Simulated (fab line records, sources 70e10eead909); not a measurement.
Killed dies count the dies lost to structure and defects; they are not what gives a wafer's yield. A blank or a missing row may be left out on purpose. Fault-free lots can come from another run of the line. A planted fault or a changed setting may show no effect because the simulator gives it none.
fab line records	flow nand-harc	part 2 of 2: steps 5 to 6 of 6
record: lots: 23	wafers: 69	last-day: 33
route steps=1302 shown A_STAIRCASE@886 A_SGD_CUT@910 A_WL_FILL@975 A_CONTACT@1000
lots that met no fault: taken from a fault-free run of the same line
start-h: hours from the record's first day to the start of the lot's first wafer shown	wait-h: hours elapsed since this lot's preceding step	" repeats the value in the row above	L1.1+2: one row covering several wafers at once	- value missing, or start not given	* or withheld: withheld	< > ~ a bound
route shown NAME@n: a module of which the file shows steps, and the number in the route of the first	usual: mean/standard deviation of fault-free wafers	same: alike in all rows	chamber/n: place in a boat	sites: each site's reading	_std_site: the values' standard deviation	_edge_site: mean of outer sites minus mean of inner sites	radius-mm: how far each site lies from the wafer's centre	mask NAME#n: copy n	behind: tool/chamber where the wafer was last shaped	hold: the reason the lot was held/the length of the hold in hours/how it ended	device: the n, p or np transistor that did not switch	end of line: tests run on the same wafers once the route is complete	a step given without rows: its recipe and nothing more	killed: dies that structure and defects cost at the first sort, which is not the same as the wafer's yield	map: a wafer's dies, marking killed ones x, the rest . and places with no die _
set.NAME: setting as actually run; set.NAME@STEP: the setting as run at that earlier step	model.NAME: the simulator's own value behind a step, which no gauge read
steps of the route over a sample of lots; a table a step, a row a wafer
services: a tool's chamber out of use, with start hour (start-h, from the record's first day; less than 0 if before it), hours out, and reason
== steps ==
step: NHARC_A_CONTACT_ETCH_115
recipe: source-w: withheld	pressure-mtorr: 20	bias-v: 3000	time-s: 190	target-depth-a: 18500	ar-flow-sccm: withheld	c4f8-flow-sccm: withheld	o2-flow-sccm: withheld	chemistry: C4F8/O2/Ar
usual: chamber-pressure-mTorr: 20.000/0.019
lot.wafer	tool	chamber	start-h	wait-h	chamber-pressure-mTorr	rf-hours-counter-h
L074.2	har-cap-etch-01	1	488.99	0.1	20.002	126
L074.1	"	0	"	"	19.994	126
L074.5	"	0	"	"	20.001	-
L077.2	har-cap-etch-02	1	504.59	0.1	20.010	84
L077.3	"	1	"	"	20.025	-
L077.5	"	1	"	"	20.007	-
L076.3	har-cap-etch-03	1	508.17	0.1	20.003	-
L076.4	"	0	"	"	20.023	-
L076.5	"	0	"	"	19.983	-
L075.2	har-cap-etch-03	1	514.51	0.1	19.991	46
L075.4	"	0	"	"	20.021	-
L075.5	"	0	"	"	19.977	-
L078.2	har-cap-etch-01	0	528.98	0.1	20.023	2
L078.1	"	1	"	"	20.014	2
L078.5	"	0	"	"	19.995	-
L079.1	har-cap-etch-03	0	532.44	0.1	20.039	50
L079.3	"	1	"	"	19.969	-
L079.4	"	0	"	"	20.003	-
L081.2	har-cap-etch-02	0	547.97	0.1	19.983	94
L081.1	"	1	"	"	19.996	94
L081.3	"	0	"	"	20.017	-
L080.3	har-cap-etch-03	0	549.55	0.1	20.007	-
L080.6	"	1	"	"	19.975	-
L080.5	"	0	"	"	20.016	-
L082.3	har-cap-etch-03	1	568.22	0.1	20.015	-
L082.4	"	0	"	"	19.989	-
L082.5	"	0	"	"	20.025	-
L083.2	har-cap-etch-01	0	568.43	0.1	20.014	10
L083.4	"	0	"	"	19.968	-
L083.6	"	1	"	"	19.984	-
L084.2	har-cap-etch-01	1	593.55	0.1	19.977	15
L084.4	"	0	"	"	20.010	-
L084.6	"	0	"	"	19.996	-
L085.4	har-cap-etch-03	1	593.58	0.2	19.991	-
L085.5	"	0	"	"	19.988	-
L085.6	"	1	"	"	19.976	-
L087.2	har-cap-etch-03	1	623.95	0.1	19.971	64
L087.6	"	0	"	"	19.995	-
L087.5	"	1	"	"	19.963	-
L089.1	har-cap-etch-03	1	637.34	0.2	20.000	66
L089.3	"	1	"	"	19.994	-
L089.6	"	1	"	"	19.995	-
L088.1	har-cap-etch-02	1	638.02	0.1	20.002	109
L088.4	"	0	"	"	19.992	-
L088.5	"	1	"	"	20.039	-
L090.3	har-cap-etch-03	0	647.33	0.2	20.023	-
L090.4	"	1	"	"	20.015	-
L090.5	"	0	"	"	20.011	-
L091.2	har-cap-etch-02	0	647.34	0.1	19.988	111
L091.3	"	0	"	"	19.992	-
L091.6	"	0	"	"	19.990	-
L092.1	har-cap-etch-01	1	647.88	0.1	20.029	25
L092.3	"	1	"	"	20.002	-
L092.6	"	1	"	"	19.989	-
L093.4	har-cap-etch-01	0	682.19	0.1	19.985	-
L093.3	"	1	"	"	19.993	-
L093.5	"	0	"	"	20.021	-
L094.1	har-cap-etch-03	0	688.51	0.1	20.006	76
L094.2	"	1	"	"	20.018	76
L094.5	"	1	"	"	19.995	-
L095.2	har-cap-etch-01	1	698.07	0.1	20.030	34
L095.3	"	0	"	"	20.021	-
L095.5	"	0	"	"	19.999	-
L096.3	har-cap-etch-03	0	723.26	0.1	19.996	-
L096.5	"	0	"	"	19.999	-
L096.6	"	1	"	"	19.988	-
L097.3	har-cap-etch-02	1	723.70	0.2	19.999	-
L097.4	"	0	"	"	20.010	-
L097.6	"	1	"	"	19.973	-
step: NHARC_A_CONTACT_ETCH_78
recipe: target-depth-a: 53000	over-etch-frac: 0.3	time-s: 1378	ion-energy-ev: 150	o2-flow-sccm: 400	cos-flow-sccm: 20	ar-flow-sccm: 0	rf-w: 500	bias-w: 300	chemistry: O2/COS
usual: chamber-pressure-mTorr: 19.999/0.019	drypump-motor-current-A: 5.8/0.48	oes-product-au: 0.999/0.011	rf-vpp-V: 314.7/1.8	showerhead-plenum-p-Torr: 3.15/0.12	throttle-valve-pct: 28.331/0.0095
lot.wafer	tool	chamber	start-h	wait-h	chamber-pressure-mTorr	drypump-motor-current-A	oes-product-au	rf-hours-counter-h	rf-vpp-V	showerhead-plenum-p-Torr	throttle-valve-pct
L074.2	rie-diel-13	2	-	-	20.032	4.9	0.993	26	314.0	3.04	28.344
L074.1	"	3	"	"	19.985	5.3	1.010	26	317.0	3.27	28.327
L074.5	"	3	"	"	20.031	5.3	1.017	-	318.3	3.27	28.332
L077.2	rie-diel-08	1	-	-	20.009	5.9	1.007	46	315.7	3.32	28.330
L077.3	"	0	"	"	19.982	6.2	1.008	45	313.4	3.14	28.322
L077.5	"	1	"	"	19.984	5.9	1.014	-	316.8	3.32	28.339
L076.4	rie-diel-13	2	-	-	19.987	4.8	0.976	30	312.4	3.04	28.324
L076.3	"	3	"	"	20.008	5.3	0.988	30	316.2	3.27	28.327
L076.5	"	3	"	"	20.007	5.3	0.997	-	316.1	3.27	28.347
L075.2	rie-diel-04	3	-	-	20.010	6.2	0.977	49	312.8	3.13	28.328
L075.4	"	0	"	"	19.992	6.2	0.994	50	318.4	3.35	28.328
L075.5	"	3	"	"	19.975	6.1	0.984	-	315.2	3.13	28.331
L078.1	rie-diel-13	1	-	-	19.993	6.1	0.990	3	313.9	3.11	28.336
L078.2	"	3	"	"	20.003	5.3	0.985	1	317.0	3.27	28.335
L078.5	"	2	"	"	20.021	4.9	0.996	-	313.2	3.04	28.320
L079.3	rie-diel-13	2	-	-	20.001	4.9	0.996	4	313.3	3.04	28.331
L079.1	"	3	"	"	19.975	5.3	0.998	2	316.9	3.26	28.327
L079.4	"	0	"	"	20.020	6.2	1.007	2	314.7	3.15	28.322
L081.1	rie-diel-13	2	-	-	19.992	4.8	1.002	9	313.6	3.04	28.332
L081.3	"	3	"	"	19.992	5.3	0.992	7	315.8	3.26	28.325
L081.2	"	0	"	"	19.979	6.1	1.010	5	315.5	3.15	28.316
L080.3	rie-diel-04	3	-	-	19.992	6.1	0.987	4	315.5	3.12	28.328
L080.6	"	3	"	"	20.000	6.2	0.988	-	315.5	3.12	28.329
L080.5	"	1	"	"	20.004	6.0	1.010	-	314.1	3.06	28.345
L082.3	rie-diel-04	1	-	-	20.021	5.9	1.014	10	314.2	3.06	28.340
L082.4	"	2	"	"	19.996	5.6	0.986	5	309.9	2.91	28.315
L082.5	"	0	"	"	20.001	6.2	1.000	-	317.2	3.34	28.320
L083.2	rie-diel-13	0	-	-	20.003	6.1	1.015	9	315.3	3.15	28.320
L083.4	"	2	"	"	20.018	4.9	0.997	-	313.1	3.04	28.345
L083.6	"	3	"	"	19.990	5.3	0.998	-	316.5	3.26	28.324
L084.2	rie-diel-04	1	-	-	19.981	6.0	1.010	18	313.8	3.06	28.326
L084.4	"	0	"	"	20.004	6.2	0.996	20	316.6	3.33	28.331
L084.6	"	1	"	"	19.998	5.9	1.013	-	314.6	3.06	28.328
L085.4	rie-diel-13	3	-	-	20.006	5.3	0.980	13	315.6	3.26	28.347
L085.6	"	1	"	"	20.005	6.2	0.991	-	314.9	3.10	28.317
L085.5	"	2	"	"	20.022	4.9	0.989	-	313.1	3.03	28.329
L087.2	rie-diel-08	1	-	-	19.996	5.9	0.990	25	315.9	3.30	28.339
L087.6	"	2	"	"	20.010	5.6	1.009	-	315.0	3.10	28.342
L087.5	"	3	"	"	19.994	5.8	1.012	-	315.9	3.31	28.320
L089.1	rie-diel-13	3	-	-	19.997	5.3	0.984	20	316.9	3.26	28.328
L089.3	"	0	"	"	19.982	6.1	0.996	19	314.9	3.14	28.335
L089.6	"	2	"	"	19.989	4.8	0.992	-	313.5	3.03	28.340
L088.4	rie-diel-08	1	-	-	19.966	5.9	0.999	30	317.3	3.30	28.327
L088.1	"	3	"	"	20.006	5.8	1.020	29	316.2	3.30	28.312
L088.5	"	0	"	"	19.943	6.3	1.015	-	315.2	3.12	28.338
L091.3	rie-diel-08	1	-	-	20.014	5.9	0.974	33	317.0	3.30	28.340
L091.2	"	2	"	"	19.991	5.6	0.996	34	315.1	3.10	28.334
L091.6	"	3	"	"	20.019	5.8	1.007	-	316.9	3.30	28.337
L092.1	rie-diel-13	3	-	-	19.968	5.3	0.994	21	315.2	3.26	28.320
L092.3	"	1	"	"	20.004	6.1	0.996	19	314.0	3.10	28.328
L092.6	"	3	"	"	19.989	5.3	0.994	-	315.8	3.26	28.339
L090.4	rie-diel-13	3	-	-	20.006	5.3	0.990	23	315.9	3.25	28.334
L090.3	"	1	"	"	20.005	6.1	0.991	21	315.0	3.10	28.327
L090.5	"	3	"	"	19.992	5.3	0.987	-	316.1	3.25	28.330
L093.4	rie-diel-04	0	-	-	19.963	6.2	1.000	42	318.6	3.32	28.335
L093.3	"	2	"	"	20.019	5.6	1.013	41	310.6	2.89	28.314
L093.5	"	3	"	"	20.001	6.1	1.014	-	314.1	3.10	28.328
L094.1	rie-diel-04	1	-	-	20.016	6.0	1.004	49	312.1	3.04	28.337
L094.2	"	3	"	"	19.975	6.2	1.006	46	313.6	3.10	28.323
L094.5	"	0	"	"	20.024	6.2	0.992	-	316.7	3.32	28.329
L095.3	rie-diel-04	3	-	-	19.994	6.1	1.009	48	314.4	3.10	28.322
L095.2	"	0	"	"	19.984	6.2	1.006	48	316.6	3.32	28.332
L095.5	"	3	"	"	19.963	6.1	1.005	-	314.4	3.10	28.325
L097.3	rie-diel-13	0	-	-	19.999	6.2	1.012	2	314.5	3.14	28.336
L097.4	"	2	"	"	20.007	4.9	1.006	3	311.8	3.03	28.334
L097.6	"	0	"	"	20.016	6.1	1.010	-	313.6	3.14	28.344
L096.3	rie-diel-04	1	-	-	20.029	6.0	0.999	4	313.1	3.04	28.352
L096.6	"	0	"	"	19.995	6.2	0.990	-	317.2	3.32	28.323
L096.5	"	1	"	"	20.003	5.9	1.007	-	313.0	3.04	28.326
== services ==
tool	chamber	start-h	hours	kind
rie-diel-10	-	419.56	9.0	pm
cmp-03	-	456.13	4.0	pm
cmp-03	-	484.04	2.1	repair
rie-diel-13	0	497.47	1.3	repair
rie-diel-08	3	509.73	6.1	repair
rie-diel-13	-	519.00	9.0	pm
rie-diel-13	0	533.95	6.5	repair
rie-diel-04	-	534.44	9.0	pm
rie-diel-10	0	543.35	1.4	repair
rie-diel-08	-	545.00	9.0	pm
cmp-03	-	554.13	4.0	pm
rie-diel-13	1	565.20	13.9	repair
rie-diel-04	1	581.89	3.3	repair
rie-diel-08	3	607.24	8.4	repair
rie-diel-04	-	615.40	0.6	repair
rie-diel-10	3	621.14	7.9	repair
rie-diel-10	2	622.55	3.5	repair
cmp-03	-	647.62	2.3	repair
cmp-03	-	652.13	4.0	pm
rie-diel-08	2	676.71	10.0	repair
cmp-03	-	685.08	2.0	repair
rie-diel-13	-	696.00	9.0	pm
rie-diel-08	0	697.54	2.6	repair
rie-diel-08	-	722.23	9.0	pm
